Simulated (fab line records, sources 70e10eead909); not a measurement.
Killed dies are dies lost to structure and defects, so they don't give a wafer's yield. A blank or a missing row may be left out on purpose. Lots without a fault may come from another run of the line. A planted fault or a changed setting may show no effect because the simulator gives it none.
fab line records | flow nand_harc
record lots=6 wafers=18 last_day=32
route steps=1302 shown A_CHANNEL_HOLE_D2@606 A_CHANNEL_FILL_D2@610 END@1302
lots that met no fault: from a run of the same line without faults
start_h: hours from the record's first day to the start of the lot's first wafer shown | wait_h: hours since the lot's step before | " the same as in the row above | L1.1+2: a row that stands for several wafers | - no value, or no start given | * or withheld: withheld | < > ~ a bound
route shown NAME@n: a module of which the file shows steps, and the number in the route of the first | usual: mean/standard deviation of fault-free wafers | same: alike in all rows | chamber/n: place in a boat | sites: the reading at each site | _std_site: their standard deviation | _edge_site: outer sites' mean less inner sites' | radius_mm: how far each site lies from the wafer's centre | mask NAME#n: copy n | behind: the tool/chamber that last shaped the wafer | hold: why the lot was held/for how many hours/how that ended | device: the transistor (n, p or np) that didn't switch | end of line: the same wafers' tests at the end of the route | a step without rows: its recipe alone | killed: dies lost to structure and defects at the first sort, not the wafer's yield | map: a wafer's dies, x killed, . not, _ none there
set.NAME: the setting as run; set.NAME@STEP: as run at that earlier step | model.NAME: the simulator's own value behind a step, which no gauge read
lots at some steps of the route; a table a step, a row a wafer
services: from which hour (start_h, from the record's first day; less than 0 if before it) a tool's chamber was out of use, for how many hours, and why
## steps
# step NHARC_A_CHANNEL_HOLE_D2_SRD_30
# step NHARC_A_CHANNEL_HOLE_D2_CD_MEAS_31
# usual cd_nm=89.9/0.9
# columns lot.wafer tool chamber start_h wait_h cd_nm
L248.1 cd_sem-01 - 325.12 - 89.9
L248.4 " - " " 90.5
L248.6 " - " " 90.1
L251.3 cd_sem-01 - 379.93 - 89.8
L251.4 " - " " 91.6
L251.6 " - " " 90.9
L254.2 cd_sem-03 - 406.83 - 90.7
L254.3 " - " " 89.6
L254.6 " - " " 90.4
L255.1 cd_sem-01 - 407.46 - 90.8
L255.3 " - " " 89.4
L255.4 " - " " 88.6
L265.2 cd_sem-03 - 503.83 - 90.5
L265.3 " - " " 90.5
L265.6 " - " " 90.7
L263.2 cd_sem-01 - 516.19 - 88.5
L263.3 " - " " 89.8
L263.4 " - " " 90.7
# step NHARC_A_CHANNEL_HOLE_D2_XSEM_32
# recipe landing_energy_ev=35000
# step NHARC_A_CHANNEL_HOLE_D2_INSPECT_40
# usual raw_defect_count=273/71
# columns lot.wafer tool chamber start_h wait_h raw_defect_count
L248.1 defect_inspect-01 - 325.31 - 230
L248.4 " - " " 314
L248.6 " - " " 278
L251.3 defect_inspect-02 - 380.11 - 358
L251.4 " - " " 295
L251.6 " - " " 246
L254.2 defect_inspect-02 - 407.02 - 281
L254.3 " - " " 254
L254.6 " - " " 424
L255.1 defect_inspect-01 - 407.64 - 189
L255.3 " - " " 151
L255.4 " - " " 236
L265.2 defect_inspect-02 - 504.01 - 216
L265.3 " - " " 196
L265.6 " - " " 213
L263.2 defect_inspect-01 - 516.38 - 295
L263.3 " - " " 333
L263.4 " - " " 352
# step NHARC_A_CHANNEL_FILL_D2_PRECLEAN_00
# recipe time_s=* temp_c=50 bath_age_min=0 chemistry=SC1
# step NHARC_A_CHANNEL_FILL_D2_SRD_01
# step NHARC_A_CHANNEL_FILL_D2_ALD_02
# recipe target_thk_a=60 pulse_time_s=10 ald_cycles=60 temp_c=300 material=SiO2
# usual heater_power_w=458/43 precursor_pulse_height_rel=1.002/0.022
# columns lot.wafer tool chamber start_h wait_h heater_power_w precursor_pulse_height_rel
L248.4 ald_hk-02 3 325.64 - 419 0.962
L248.1 " 0 " " 480 1.001
L248.6 " 2 " " 438 0.987
L251.4 ald_hk-03 3 380.38 - 545 1.021
L251.3 " 0 " " 435 0.993
L251.6 " 2 " " 443 0.976
L254.3 ald_hk-01 1 407.29 - 508 1.010
L254.2 " 2 " " 462 0.977
L254.6 " 1 " " 504 1.027
L255.1 ald_hk-01 3 407.85 - 489 0.955
L255.4 " 0 " " 450 1.021
L255.3 " 2 " " 472 1.010
L265.3 ald_hk-02 1 504.21 - 444 1.021
L265.2 " 2 " " 443 1.043
L265.6 " 2 " " 437 1.001
L263.2 ald_hk-02 0 517.20 - 508 1.016
L263.3 " 1 " " 432 0.996
L263.4 " 3 " " 473 0.978
# step NHARC_A_CHANNEL_FILL_D2_ALD_03
# recipe target_thk_a=60 pulse_time_s=60 ald_cycles=58 temp_c=630 pressure_torr=2 material=SiNx
# usual precursor_pulse_height_rel=0.999/0.021
# columns lot.wafer tool chamber start_h wait_h precursor_pulse_height_rel
L248.1 ald_sin_batch-03 0 - - 0.969
L248.4 " 0 " " 0.993
L248.6 " 0 " " 0.963
L251.3 ald_sin_batch-01 0 - - 1.036
L251.4 " 0 " " 0.964
L251.6 " 0 " " 0.963
L254.2 ald_sin_batch-02 0 - - 1.056
L254.3 " 0 " " 0.992
L254.6 " 0 " " 1.025
L255.1 ald_sin_batch-02 0 - - 1.006
L255.3 " 0 " " 1.025
L255.4 " 0 " " 1.008
L265.2 ald_sin_batch-02 0 - - 0.999
L265.3 " 0 " " 1.006
L265.6 " 0 " " 1.052
L263.2 ald_sin_batch-03 0 - - 0.984
L263.3 " 0 " " 0.997
L263.4 " 0 " " 0.998
# step NHARC_A_CHANNEL_FILL_D2_ALD_14
# recipe target_thk_a=25 pulse_time_s=10 ald_cycles=25 temp_c=300 material=SiO2
# step NHARC_A_CHANNEL_FILL_D2_ALD_15
# recipe target_thk_a=20 pulse_time_s=60 ald_cycles=19 temp_c=630 pressure_torr=2 material=SiNx
# step NHARC_A_CHANNEL_FILL_D2_ALD_16
# recipe target_thk_a=15 pulse_time_s=10 ald_cycles=15 temp_c=300 material=SiO2
# step NHARC_A_CHANNEL_FILL_D2_ANNEAL_17
# recipe temp_c=850 time_s=1800
# step NHARC_A_CHANNEL_FILL_D2_CVD_18
# recipe target_thk_a=30 temp_c=550 material=poly-Si
# usual zone_power_lower_pct=7.2/0.85
# columns lot.wafer tool chamber start_h wait_h zone_power_lower_pct
L248.1 lpcvd_poly-02 0 346.66 - 8.3
L248.4 " 0 " " 8.3
L248.6 " 0 " " 8.5
L251.3 lpcvd_poly-01 0 399.23 - 6.7
L251.4 " 0 " " 6.5
L251.6 " 0 " " 6.6
L254.2 lpcvd_poly-01 0 428.64 - 6.5
L254.3 " 0 " " 6.5
L254.6 " 0 " " 6.5
L255.1 lpcvd_poly-01 0 428.64 - 6.6
L255.3 " 0 " " 6.6
L255.4 " 0 " " 6.6
L265.2 lpcvd_poly-02 0 526.98 - 8.4
L265.3 " 0 " " 8.4
L265.6 " 0 " " 8.4
L263.2 lpcvd_poly-02 0 539.67 - 8.3
L263.3 " 0 " " 8.4
L263.4 " 0 " " 8.4
# step NHARC_A_CHANNEL_FILL_D2_ETCHBACK_19
# recipe target_depth_a=50 time_s=1.7 hbr_flow_sccm=150 cl2_flow_sccm=50 rf_w=400 icp_w=400 bias_w=100 chemistry=HBr/Cl2
# usual drypump_motor_current_A=6.0/0.44 oes_product_au=1.000/0.0074 throttle_valve_pct=26.406/0.0087
# columns lot.wafer tool chamber start_h wait_h drypump_motor_current_A oes_product_au rf_hours_counter_h throttle_valve_pct
L248.4 rie_si-06 2 348.72 0.4 5.2 0.992 0.58 26.405
L248.1 " 0 " " 5.4 1.001 0.44 26.392
L248.6 " 1 " " 6.1 0.991 - 26.413
L251.3 rie_si-06 0 401.34 0.4 5.4 1.000 0.80 26.412
L251.4 " 1 " " 6.1 1.006 0.76 26.393
L251.6 " 3 " " 5.5 1.004 - 26.395
L254.2 rie_si-04 2 430.72 0.4 5.9 1.003 0.45 26.414
L254.3 " 3 " " 5.9 1.002 0.48 26.401
L254.6 " 1 " " 6.1 0.996 - 26.407
L255.4 rie_si-04 0 430.78 0.5 6.6 0.988 0.53 26.397
L255.1 " 1 " " 6.0 0.988 0.65 26.402
L255.3 " 2 " " 5.8 0.997 0.47 26.411
L265.3 rie_si-04 1 529.04 0.4 6.1 1.007 0 26.403
L265.2 " 2 " " 5.8 1.005 0 26.405
L265.6 " 1 " " 6.1 1.001 - 26.399
L263.3 rie_si-01 2 541.71 0.4 6.4 0.996 0.71 26.405
L263.2 " 0 " " 6.3 0.997 0.69 26.392
L263.4 " 1 " " 6.1 0.994 0.70 26.410
# step NHARC_A_CHANNEL_FILL_D2_ETCHBACK_20
# recipe target_depth_a=270 time_s=13.5 c4f8_flow_sccm=withheld o2_flow_sccm=8 ar_flow_sccm=withheld rf_w=600 bias_w=1500 chemistry=C4F8/O2/Ar
# step NHARC_A_CHANNEL_FILL_D2_STRIP_28
# recipe time_s=20 o2_flow_sccm=500 ar_flow_sccm=0 bias_w=0 chemistry=O2
# step NHARC_A_CHANNEL_FILL_D2_PRECLEAN_21
# recipe time_s=30 chemistry=dHF
# step NHARC_A_CHANNEL_FILL_D2_SRD_23
# step NHARC_A_CHANNEL_FILL_D2_CVD_05
# recipe target_thk_a=50 temp_c=550 material=poly-Si
# step NHARC_A_CHANNEL_FILL_D2_ANNEAL_22
# recipe temp_c=620 time_s=7200
# step NHARC_A_CHANNEL_FILL_D2_ALD_25
# recipe target_thk_a=600 pulse_time_s=10 ald_cycles=600 temp_c=300 material=SiOx
# step NHARC_A_CHANNEL_FILL_D2_ETCHBACK_08
# recipe target_depth_a=2200 time_s=110 c4f8_flow_sccm=20 ar_flow_sccm=withheld rf_w=600 bias_w=300 chemistry=C4F8
# step NHARC_A_CHANNEL_FILL_D2_STRIP_29
# recipe time_s=20 o2_flow_sccm=500 ar_flow_sccm=0 bias_w=0 chemistry=O2
# usual drypump_motor_current_A=5.8/0.47 oes_product_au=1.002/0.0085 rf_vpp_V=57.6/0.95 showerhead_plenum_p_Torr=3.49/0.12 throttle_valve_pct=17.036/0.0093
# columns lot.wafer tool chamber start_h wait_h drypump_motor_current_A oes_product_au rf_hours_counter_h rf_vpp_V showerhead_plenum_p_Torr throttle_valve_pct
L248.1 rie_diel-04 1 - - 5.1 0.998 0 57.7 3.50 17.043
L248.4 " 3 " " 6.3 0.992 0 58.8 3.57 17.037
L248.6 " 1 " " 5.1 1.000 - 57.6 3.50 17.031
L251.4 rie_diel-01 3 - - 6.6 1.002 1 57.8 3.72 17.035
L251.3 " 0 " " 5.2 1.014 1 57.1 3.48 17.032
L251.6 " 1 " " 6.2 0.999 - 56.5 3.43 17.041
L255.3 rie_diel-04 0 448.38 0.1 6.8 1.008 7 56.9 3.27 17.035
L255.1 " 2 " " 5.7 0.987 7 57.2 3.68 17.027
L255.4 " 2 " " 5.7 0.987 - 57.3 3.68 17.043
L254.3 rie_diel-10 1 - - 5.6 1.002 0 58.7 3.49 17.044
L254.2 " 3 " " 5.4 0.996 1 57.8 3.34 17.035
L254.6 " 2 " " 5.7 1.011 - 57.5 3.52 17.018
L265.2 rie_diel-10 0 - - 5.9 0.989 3 57.1 3.39 17.061
L265.3 " 2 " " 5.7 0.999 3 56.2 3.52 17.026
L265.6 " 0 " " 5.9 0.985 - 55.2 3.39 17.045
L263.3 rie_diel-04 2 - - 5.7 1.007 2 57.6 3.67 17.042
L263.2 " 3 " " 6.3 1.023 4 59.7 3.55 17.022
L263.4 " 1 " " 5.1 1.007 2 57.9 3.49 17.019
# step NHARC_A_CHANNEL_FILL_D2_PRECLEAN_30
# recipe time_s=30 chemistry=dHF
# step NHARC_A_CHANNEL_FILL_D2_SRD_31
# step NHARC_A_CHANNEL_FILL_D2_CVD_09
# recipe target_thk_a=1500 temp_c=620 pressure_mtorr=200 time_s=3000 material=poly-Si
# step NHARC_A_CHANNEL_FILL_D2_CMP_10
# recipe target_thk_nm=150
# step NHARC_A_CHANNEL_FILL_D2_SRD_12
# step NHARC_A_CHANNEL_FILL_D2_RTA_24
# recipe temp_c=1000 time_s=5
# usual lamp_power_pct=31.9/0.41 lamp_zone_6_pct=31.8/0.41 wafer_temp_C_max=1004.5/1
# columns lot.wafer tool chamber start_h wait_h lamp_power_pct lamp_zone_6_pct wafer_temp_C_max
L248.1 rtp_anneal-02 0 373.32 0.2 32.4 32.3 1005.7
L248.4 " 0 " " 32.3 32.3 1003.7
L248.6 " 0 " " 32.3 32.3 1005.0
L251.3 rtp_anneal-01 0 426.67 0.1 31.5 31.5 1004.1
L251.4 " 0 " " 31.5 31.5 1004.8
L251.6 " 0 " " 31.5 31.5 1004.1
L255.1 rtp_anneal-01 0 454.36 0.0 31.6 31.5 1005.4
L255.3 " 0 " " 31.6 31.5 1005.0
L255.4 " 0 " " 31.6 31.5 1004.3
L254.2 rtp_anneal-02 0 454.39 0.1 32.4 32.3 1003.5
L254.3 " 0 " " 32.3 32.3 1004.5
L254.6 " 0 " " 32.4 32.3 1004.9
L265.2 rtp_anneal-01 0 553.62 0.1 31.5 31.5 1003.5
L265.3 " 0 " " 31.6 31.5 1003.3
L265.6 " 0 " " 31.5 31.5 1004.0
L263.2 rtp_anneal-02 0 565.58 0.1 32.4 32.2 1003.8
L263.3 " 0 " " 32.3 32.3 1003.6
L263.4 " 0 " " 32.3 32.3 1004.4
# step NHARC_A_CHANNEL_FILL_D2_INSPECT_13
# usual raw_defect_count=363/100
# columns lot.wafer tool chamber start_h wait_h raw_defect_count
L248.1 defect_inspect-01 - 373.52 0.2 404
L248.4 " - " " 331
L248.6 " - " " 314
L251.3 defect_inspect-02 - 426.81 0.1 485
L251.4 " - " " 381
L251.6 " - " " 349
L255.1 defect_inspect-01 - 454.56 0.2 317
L255.3 " - " " 323
L255.4 " - " " 279
L254.2 defect_inspect-02 - 454.56 0.1 313
L254.3 " - " " 544
L254.6 " - " " 323
L265.2 defect_inspect-02 - 553.79 0.1 606
L265.3 " - " " 514
L265.6 " - " " 456
L263.2 defect_inspect-01 - 565.74 0.1 424
L263.3 " - " " 293
L263.4 " - " " 455
# step NHARC_END_SORT_01
# recipe temp_c=25
# usual killed_at_array=52/16 killed_at_other=0.8/1.1 killed_at_periphery=4.2/2.5 killed_dies=57/16 killed_open=3.4/2 killed_short=2.6/1.6
# same gross_dies=677
# columns lot.wafer tool chamber start_h wait_h killed_at_array killed_at_other killed_at_periphery killed_dies killed_open killed_short
L251.3 prober-01 0 635.82 3.1 61 3 1 65 4 4
L251.4 prober-01 0 636.61 3.4 78 4 2 84 0 0
L251.6 prober-01 0 638.20 4.0 95 0 9 104 1 1
L265.2 prober-01 0 762.29 2.8 674 1 2 677 2 4
L265.3 prober-01 0 763.08 3.1 675 0 2 677 6 2
L265.6 prober-01 0 765.48 4.0 674 0 3 677 0 2
L263.2 prober-01 0 777.94 2.8 670 1 6 677 4 3
L263.3 prober-01 0 778.73 3.1 671 0 6 677 4 5
L263.4 prober-01 0 779.52 3.4 670 1 6 677 2 4
# killed by level:class
L251.3 A_CHANNEL_HOLE_D1:chamber_film_flake=19 A_SLIT:chamber_film_flake=13 A_CHANNEL_HOLE_D2:chamber_film_flake=9 A_BONDPAD:chamber_film_flake=5 A_STAIRCASE:chamber_film_flake=5 THIN_TSV:chamber_film_flake=3 A_CONTACT:chamber_film_flake=2 P_CONTACT:geometric_particle:short=1
L251.4 A_CHANNEL_HOLE_D1:chamber_film_flake=38 A_SLIT:chamber_film_flake=24 A_CHANNEL_HOLE_D2:chamber_film_flake=6 A_BONDPAD:chamber_film_flake=6 THIN_TSV:chamber_film_flake=4 A_CONTACT:chamber_film_flake=3 P_ZERO_WELL:chamber_film_flake=1 P_M2:chamber_film_flake=1
L251.6 A_CHANNEL_HOLE_D1:chamber_film_flake=39 A_SLIT:chamber_film_flake=27 A_CHANNEL_HOLE_D2:chamber_film_flake=13 A_BONDPAD:chamber_film_flake=8 P_M2:chamber_film_flake=4 P_ZERO_WELL:chamber_film_flake=3 A_WL_FILL:chamber_film_flake=3 A_STAIRCASE:chamber_film_flake=2
L265.2 A_CHANNEL_FILL_D2:area_cvd=626 A_CHANNEL_HOLE_D2:chamber_film_flake=20 A_CONTACT:chamber_film_flake=8 A_CHANNEL_HOLE_D1:chamber_film_flake=7 A_SLIT:chamber_film_flake=5 A_WL_FILL:geometric_particle:short=2 P_GATE:chamber_film_flake=2 A_WL_FILL:chamber_film_flake=2
L265.3 A_CHANNEL_FILL_D2:area_cvd=625 A_CHANNEL_HOLE_D1:chamber_film_flake=13 A_CHANNEL_HOLE_D2:chamber_film_flake=13 A_SLIT:chamber_film_flake=7 A_CONTACT:chamber_film_flake=4 A_WL_FILL:chamber_film_flake=3 A_DECK1_JOINT:geometric_particle:short=2 A_ONON_D2:geometric_particle:open=2
L265.6 A_CHANNEL_FILL_D2:area_cvd=620 A_CHANNEL_HOLE_D2:chamber_film_flake=24 A_CHANNEL_HOLE_D1:chamber_film_flake=16 A_SLIT:chamber_film_flake=9 A_ZERO_WELL:chamber_film_flake=2 A_WL_FILL:chamber_film_flake=2 P_M0:geometric_particle:short=1 P_M2:geometric_particle:short=1
L263.2 A_CHANNEL_FILL_D2:area_cvd=623 A_CHANNEL_HOLE_D2:chamber_film_flake=31 A_SLIT:chamber_film_flake=4 A_CHANNEL_HOLE_D1:chamber_film_flake=3 P_GATE:chamber_film_flake=2 A_CHANNEL_FILL_D1:chamber_film_flake=2 P_CONTACT:geometric_particle:open=1 P_M0:geometric_particle:short=1
L263.3 A_CHANNEL_FILL_D2:area_cvd=628 A_CHANNEL_HOLE_D2:chamber_film_flake=20 A_SLIT:chamber_film_flake=10 P_GATE:geometric_particle:open=2 P_GATE:chamber_film_flake=2 A_ZERO_WELL:chamber_film_flake=2 A_CONTACT:chamber_film_flake=2 P_CONTACT:geometric_particle:short=1
L263.4 A_CHANNEL_FILL_D2:area_cvd=629 A_CHANNEL_HOLE_D2:chamber_film_flake=30 A_SLIT:chamber_film_flake=5 P_GATE:chamber_film_flake=4 P_GATE:geometric_particle:open=2 A_SOURCE_PLATE:geometric_particle:short=1 A_CHANNEL_FILL_D1:geometric_particle:short=1 A_STAIRCASE:geometric_particle:short=1
# map L263.2 (x killed, . not)
____________x____________
_________xxxxxxx_________
_______xxxxxxxxxxx_______
______xxxxxxxxxxxxx______
_____xxxxxxxxxxxxxxx_____
____xxxxxxxxxxxxxxxxx____
____xxxxxxxxxxxxxxxxx____
___xxxxxxxxxxxxxxxxxxx___
___xxxxxxxxxxxxxxxxxxx___
__xxxxxxxxxxxxxxxxxxxxx__
__xxxxxxxxxxxxxxxxxxxxx__
_xxxxxxxxxxxxxxxxxxxxxxx_
_xxxxxxxxxxxxxxxxxxxxxxx_
_xxxxxxxxxxxxxxxxxxxxxxx_
_xxxxxxxxxxxxxxxxxxxxxxx_
_xxxxxxxxxxxxxxxxxxxxxxx_
xxxxxxxxxxxxxxxxxxxxxxxxx
xxxxxxxxxxxxxxxxxxxxxxxxx
xxxxxxxxxxxxxxxxxxxxxxxxx
xxxxxxxxxxxxxxxxxxxxxxxxx
xxxxxxxxxxxxxxxxxxxxxxxxx
_xxxxxxxxxxxxxxxxxxxxxxx_
_xxxxxxxxxxxxxxxxxxxxxxx_
_xxxxxxxxxxxxxxxxxxxxxxx_
_xxxxxxxxxxxxxxxxxxxxxxx_
_xxxxxxxxxxxxxxxxxxxxxxx_
__xxxxxxxxxxxxxxxxxxxxx__
__xxxxxxxxxxxxxxxxxxxxx__
___xxxxxxxxxxxxxxxxxxx___
___xxxxxxxxxxxxxxxxxxx___
____xxxxxxxxxxxxxxxxx____
____xxxxxxxxxxxxxxxxx____
_____xxxxxxxxxxxxxxx_____
______xxxxxxxxxxxxx______
_______xxxxxxxxxxx_______
_________xxxxxxx_________
____________x____________
# map L265.2 (x killed, . not)
____________x____________
_________xxxxxxx_________
_______xxxxxxxxxxx_______
______xxxxxxxxxxxxx______
_____xxxxxxxxxxxxxxx_____
____xxxxxxxxxxxxxxxxx____
____xxxxxxxxxxxxxxxxx____
___xxxxxxxxxxxxxxxxxxx___
___xxxxxxxxxxxxxxxxxxx___
__xxxxxxxxxxxxxxxxxxxxx__
__xxxxxxxxxxxxxxxxxxxxx__
_xxxxxxxxxxxxxxxxxxxxxxx_
_xxxxxxxxxxxxxxxxxxxxxxx_
_xxxxxxxxxxxxxxxxxxxxxxx_
_xxxxxxxxxxxxxxxxxxxxxxx_
_xxxxxxxxxxxxxxxxxxxxxxx_
xxxxxxxxxxxxxxxxxxxxxxxxx
xxxxxxxxxxxxxxxxxxxxxxxxx
xxxxxxxxxxxxxxxxxxxxxxxxx
xxxxxxxxxxxxxxxxxxxxxxxxx
xxxxxxxxxxxxxxxxxxxxxxxxx
_xxxxxxxxxxxxxxxxxxxxxxx_
_xxxxxxxxxxxxxxxxxxxxxxx_
_xxxxxxxxxxxxxxxxxxxxxxx_
_xxxxxxxxxxxxxxxxxxxxxxx_
_xxxxxxxxxxxxxxxxxxxxxxx_
__xxxxxxxxxxxxxxxxxxxxx__
__xxxxxxxxxxxxxxxxxxxxx__
___xxxxxxxxxxxxxxxxxxx___
___xxxxxxxxxxxxxxxxxxx___
____xxxxxxxxxxxxxxxxx____
____xxxxxxxxxxxxxxxxx____
_____xxxxxxxxxxxxxxx_____
______xxxxxxxxxxxxx______
_______xxxxxxxxxxx_______
_________xxxxxxx_________
____________x____________
## services
# columns tool chamber start_h hours kind
rie_si-06 - 314.66 0.3 repair
rie_diel-04 - 321.14 0.9 repair
rie_diel-04 - 336.26 4.3 repair
rie_si-04 - 342.00 9.0 pm
rie_diel-10 2 346.32 2.1 repair
ald_hk-02 - 348.35 10.0 pm
rie_diel-04 - 355.01 9.0 pm
rie_si-04 0 358.05 7.3 repair
rie_si-04 2 358.64 6.0 repair
rie_diel-04 - 368.84 39.1 repair
rie_si-06 3 371.37 1.6 repair
rtp_anneal-01 - 372.00 12.0 pm
rie_si-04 - 393.38 9.7 repair
rie_diel-10 3 401.17 5.9 repair
rie_diel-10 0 407.13 5.9 repair
rie_diel-10 2 409.15 17.1 repair
rie_diel-10 - 419.69 9.0 pm
rie_si-06 - 426.00 9.0 pm
rie_diel-04 1 435.60 16.3 repair
rie_si-06 - 470.20 0.2 repair
rie_si-04 - 519.00 9.0 pm
rie_diel-04 - 532.01 9.0 pm
rie_diel-04 2 541.95 6.8 repair
rie_si-04 0 555.31 6.0 repair
## key
first_sign step=NHARC_END_SORT_01 reading=killed_at_array direction=up sigmas=39 usual=52 struck=672
effect step=NHARC_END_SORT_01 reading=killed_dies direction=up sigmas=39 usual=57 struck=677
more_kills_born_at NHARC_A_CHANNEL_FILL_D2_CVD_18@lpcvd_poly-02=3751
met_at NHARC_A_CHANNEL_FILL_D2_CVD_18
struck_wafers L263.2,L263.3,L263.4,L265.2,L265.3,L265.6
later_rows_left_out L263.2,L263.3,L263.4,L265.2,L265.3,L265.6
tester_left_out L263,L265
onset_between 346.66 526.98
also_fits time
fault kind=process_parameter_drift tool=lpcvd_poly-02 chamber=0 onset_h=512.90 steps=NHARC_A_CHANNEL_FILL_D2_CVD_18 channel=target_thk_a offset=* shape=step end_h=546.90 acts_in=* stated=*
# tester_left_out: of these lots the tester's yield and bins aren't shown, on N5 and GAA mostly nor the transistor test; their killed dies are dies lost to structure and defects alone, not to doping, threshold or leakage, so they don't give the yield
# later_rows_left_out: the simulator's readings of these wafers behind a module that went badly wrong aren't trusted and aren't shown, but for the sort
